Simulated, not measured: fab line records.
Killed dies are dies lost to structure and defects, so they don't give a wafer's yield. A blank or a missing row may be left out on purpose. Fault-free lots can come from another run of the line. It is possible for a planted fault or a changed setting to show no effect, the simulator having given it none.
Comparing a struck lot with a sound one :: flow n5Finfet :: 43 out of 1938 route steps
Sound: wafers L326.3, L326.5, L326.6. Struck: wafer L335.3 (left out: L335.1, L335.6 of the same lot, which were not struck); the cause appears at the end.
At each step with rows: each side's tool, then ch and its chambers, then its first start. Under that, the readings that differ: sound wafers :: struck wafers :: difference of the means :: sigmas: that difference in standard deviations of wafers without a fault.
alike: a reading whose means differ by less than 2 such deviations, as well as words and numbers matching on both sides. not compared: withheld readings; readings where some wafer has no value; bounds like >300 that might hide an equal value; numbers whose values overlap and for which the record gives no deviation.
The two part at a step that has a row with sigmas, a row that says differs or no value, or rows on one side only. Numbers that have no deviation but don't overlap get no sigmas and don't part them. A reading that every wafer of one side lacks parts them only if that side has two wafers or more.

N5_BEOL_M2_DESCUM_33: chemistry O2, time 7 s.
  sound on rieDiel-03 ch 0,1,2, day 7 00:38; struck on rieDiel-03 ch 1, day 9 13:53
  alike: biasPowerW, drypumpMotorCurrentA, oesProductAu, rfFwdPowerW, rfVppV, showerheadPlenumPTorr, throttleValvePct
  not compared: rfHoursCounterH
then, 11 steps without rows for these wafers: N5_BEOL_M2_ETCH_77 (etches underlayer in N2/H2, target depth 6.5 nm, time 5.2 s); N5_BEOL_M2_ETCH_69 (etches SiARC in CF4, target depth 15.6 nm, time 26 s); N5_BEOL_M2_ALD_98 (deposits SiO2, target thk 2.5 nm, pulse time 1 s, co reactant pulse time 1 s); N5_BEOL_M2_ETCHBACK_99 (etches SiO2 in CHF3, target depth 5 nm, time 10.4 s); N5_BEOL_M2_ETCH_70 (etches SOC in N2/H2, target depth 80 nm, overetch 24 nm, time 130 s); N5_BEOL_M2_STRIP_71 (strips in N2/H2); N5_BEOL_M2_STRIP_78 (strips in N2/H2); N5_BEOL_M2_VIA_ETCH_34 (etches the open film in C4F6/O2, target depth 69.4 nm, time 65.9 s); N5_BEOL_M2_STRIP_83 (strips in C4F6/O2); N5_BEOL_M2_STRIP_36 (strips in N2/H2); N5_BEOL_M2_TRENCH_ETCH_37 (etches SiOC in C4F6/O2, target depth 55.555 nm, time 29.2 s).
N5_BEOL_M2_ETCH_41: etches SiCN in CH3F/O2, target depth 29.9 nm, time 52.5 s.
  sound on rieDiel-03 ch 0,1, day 7 03:02; struck on rieDiel-02 ch 2, day 9 19:21
  alike: O2_flow_sccm, drypumpMotorCurrentA, oesProductAu, rfFwdPowerW, rfVppV, showerheadPlenumPTorr, throttleValvePct
  not compared: rfHoursCounterH
N5_BEOL_M2_STRIP_97: strips in N2/H2, time 10 s.
  sound on rieDiel-03 ch 0,1; struck on rieDiel-02 ch 2
  alike: biasPowerW, drypumpMotorCurrentA, oesProductAu, rfVppV, showerheadPlenumPTorr, throttleValvePct
  not compared: rfHoursCounterH
N5_BEOL_M2_OCD_MEAS_38:
  sound on ocd-02 at day 7 03:10; struck on ocd-02 at day 9 19:29
  alike: trenchDepthNm
then, 4 steps without rows for these wafers: N5_BEOL_M2_HM_STRIP_39 (strips TiN in peroxide tin strip, target depth 25 nm, time 158 s); N5_BEOL_M2_SRD_40 (time 30 s); N5_BEOL_M2_PRECLEAN_42 (cleans in residue remover, time 60 s); N5_BEOL_M2_SRD_43 (time 30 s).
N5_BEOL_M2_CD_MEAS_35: target cd 18 nm, target cd y 22.2 nm.
  sound on cdSem-01 at day 7 03:19; struck on cdSem-03 at day 9 19:38
  alike: cdNm
then, 6 steps without rows for these wafers: N5_BEOL_M2_DEGAS_44 (time 60 s); N5_BEOL_M2_PRE_CLEAN_45 (time 30 s); N5_BEOL_M2_ALD_84 (deposits TaN, pulse time 2 s, purge time 3 s, co reactant purge time 2 s); N5_BEOL_M2_SURFACE_TREAT_85; N5_BEOL_M2_CVD_47 (deposits Co from CCTBA/H2, target thk 3 nm, time 223.8 s); N5_BEOL_M2_SPUTTER_48 (material Cu, target thk 4.5 nm, time 8.29 s).
N5_BEOL_M2_ANNEAL_49: time 240 s.
  sound on pvdSputter-02 at day 7 04:53; struck on pvdSputter-03 at day 9 20:34
  alike: heaterPowerW
N5_BEOL_M2_SPUTTER_79: material Cu, target thk 4.5 nm, time 8.29 s.
  sound on pvdSputter-02 at day 7 05:01; struck on pvdSputter-03 at day 9 20:42
  alike: throttleValvePct
then, 13 steps without rows for these wafers: N5_BEOL_M2_ANNEAL_80 (time 240 s); N5_BEOL_M2_SPUTTER_81 (material Cu, target thk 4.5 nm, time 8.29 s); N5_BEOL_M2_ANNEAL_82 (time 240 s); N5_BEOL_M2_SPUTTER_86 (material Cu, target thk 4.5 nm, time 8.29 s); N5_BEOL_M2_ANNEAL_87 (time 240 s); N5_BEOL_M2_SPUTTER_88 (material Cu, target thk 4.5 nm, time 8.29 s); N5_BEOL_M2_ANNEAL_89 (time 240 s); N5_BEOL_M2_SPUTTER_90 (material Cu, target thk 4.5 nm, time 8.29 s); N5_BEOL_M2_ANNEAL_91 (time 240 s); N5_BEOL_M2_SPUTTER_92 (material Cu, target thk 4.5 nm, time 8.29 s); N5_BEOL_M2_ANNEAL_93 (time 240 s); N5_BEOL_M2_SPUTTER_94 (material Cu, target thk 4.5 nm, time 8.29 s); N5_BEOL_M2_ANNEAL_95 (time 240 s).
N5_BEOL_M2_SPUTTER_96: material Cu, target thk 4.5 nm, time 8.29 s.
  sound on pvdSputter-02 at day 7 06:34; struck on pvdSputter-03 at day 9 22:14
  alike: throttleValvePct
-- record jumps: 5 days separate the struck wafers' starts on either side; left off in module BEOL_M2, taken up again in module PASSIVATION, whose first shown step is the route's number 1936 --
N5_PASSIVATION_PROBE_49:
  rows exist in the record for the struck wafers here (prober-01, day 14 22:07), but not for the sound ones

WHERE THEY PART
At N5_PASSIVATION_PROBE_49 and nowhere else, as far as this record goes.

WHY: the cause the simulator had injected
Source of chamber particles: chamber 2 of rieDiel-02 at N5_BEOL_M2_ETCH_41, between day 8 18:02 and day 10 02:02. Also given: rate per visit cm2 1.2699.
